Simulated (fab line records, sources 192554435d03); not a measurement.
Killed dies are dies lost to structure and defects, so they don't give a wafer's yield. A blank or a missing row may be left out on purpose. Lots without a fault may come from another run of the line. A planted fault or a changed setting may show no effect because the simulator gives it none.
One fault seen from 2 desks | flow n5_finfet | each desk has only its own numbers; what lay behind them comes last

THE TOOL OWNER'S DESK: cmp-02
The tool's own readings at N5_ILD0_CMP_12 (polishes SiNx, stops on poly-Si, t overpolish 6 s, target thk 17.67 nm): means of the sampled wafers that have a number, for each lot that ran on this tool. A lot is out of limits, marked OUT, if its mean lies more than 4 standard deviations from the usual mean; the brackets give that distance.
Columns: A = head_pressure_psi at N5_ILD0_CMP_12, usual 2.499 psi; B = motor_current_A at N5_ILD0_CMP_12, usual 9.1 A; C = overpolish_run_s at N5_ILD0_CMP_12, usual 6.000 s; D = time_to_endpoint_s at N5_ILD0_CMP_12, usual 28.2 s
lot  | first seen here | A                       | B   | C     | D
L737 | day 3 16:21     | 2.497                   | 8.6 | 6.000 | 28.2
L741 | day 4 20:54     | 2.497                   | 8.3 | 6.000 | 27.8
L745 | day 5 20:38     | 2.502                   | 8.7 | 6.005 | 23.9
L746 | day 5 23:13     | 1.874 (-99 or more) OUT | 7.7 | 5.997 | 37.3
L747 | day 6 08:20     | 1.881 (-99 or more) OUT | 7.4 | 6.005 | 37.4
L760 | day 9 14:48     | 2.499                   | 8.5 | 6.001 | 24.2
This desk's finding: out of limits on L746, L747; first on L746, day 5 23:13 (head_pressure_psi at N5_ILD0_CMP_12). In limits: L737, L741, L745, L760.

THE METROLOGY DESK
What the gauges read, lot by lot, whatever tool the lot ran on: means of the sampled wafers that have a number. A lot is out of limits, marked OUT, if its mean lies more than 4 standard deviations from the usual mean; the brackets give that distance. Of its 12 readings 7 are shown: those that lie furthest out on some lot.
Columns: A = thk_nm at N5_ILD0_THK_MEAS_04, usual 197.1 nm; B = thk_nm at N5_ILD0_THK_MEAS_08, usual 138.4 nm; C = IOFF_P at N5_BEOL_M4_RC_MEAS_101, usual 0.21 nA/um; D = ION_N at N5_BEOL_M4_RC_MEAS_101, usual 675 uA/um; E = ION_P at N5_BEOL_M4_RC_MEAS_101, usual 464 uA/um; F = SS_N at N5_BEOL_M4_RC_MEAS_101, usual 71.5 mV/dec; G = VT_N at N5_BEOL_M4_RC_MEAS_101, usual 250 mV
lot  | first seen here | A     | B     | C    | D   | E   | F    | G
L737 | day 3 13:04     | 197.8 | 137.6 | 0.19 | 666 | 453 | 71.7 | 251
L741 | day 4 17:34     | 198.0 | 137.4 | 0.20 | 677 | 464 | 70.9 | 250
L745 | day 5 17:24     | 197.3 | 138.2 | 0.19 | 666 | 456 | 71.2 | 253
L746 | day 5 19:52     | 199.7 | 140.8 | 0.23 | 684 | 468 | 72.0 | 246
L747 | day 6 04:58     | 195.7 | 137.5 | 0.25 | 676 | 464 | 72.5 | 248
L754 | day 7 19:40     | 195.5 | 136.3 | 0.20 | 672 | 460 | 71.2 | 248
L755 | day 8 03:16     | 195.7 | 139.5 | 0.28 | 698 | 480 | 72.2 | 244
L757 | day 8 15:08     | 197.2 | 139.4 | 0.23 | 692 | 474 | 71.6 | 249
L759 | day 9 03:25     | 198.3 | 137.5 | 0.22 | 668 | 462 | 71.4 | 251
L760 | day 9 11:31     | 196.1 | 138.5 | 0.29 | 682 | 470 | 71.9 | 245
This desk's finding: nothing out of limits on any of the 10 lots.

PUT TOGETHER
The tool owner's desk could have raised an alarm at day 5 23:13, on L746, L747.
The metrology desk saw nothing out of limits.
The metrology desk has L746, L747 on record, within its limits.
Of the lots named, all ran N5_ILD0_CMP_12 on cmp-02.

WHAT THE SIMULATOR HAD PUT IN
Process parameter drift: cmp-02, from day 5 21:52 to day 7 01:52, at N5_ILD0_CMP_12. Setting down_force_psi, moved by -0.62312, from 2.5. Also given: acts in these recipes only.
Lots struck among those shown: L746, L747.
Hours from the fault's start to each desk's first reading out of limits: the tool owner's desk, 1.
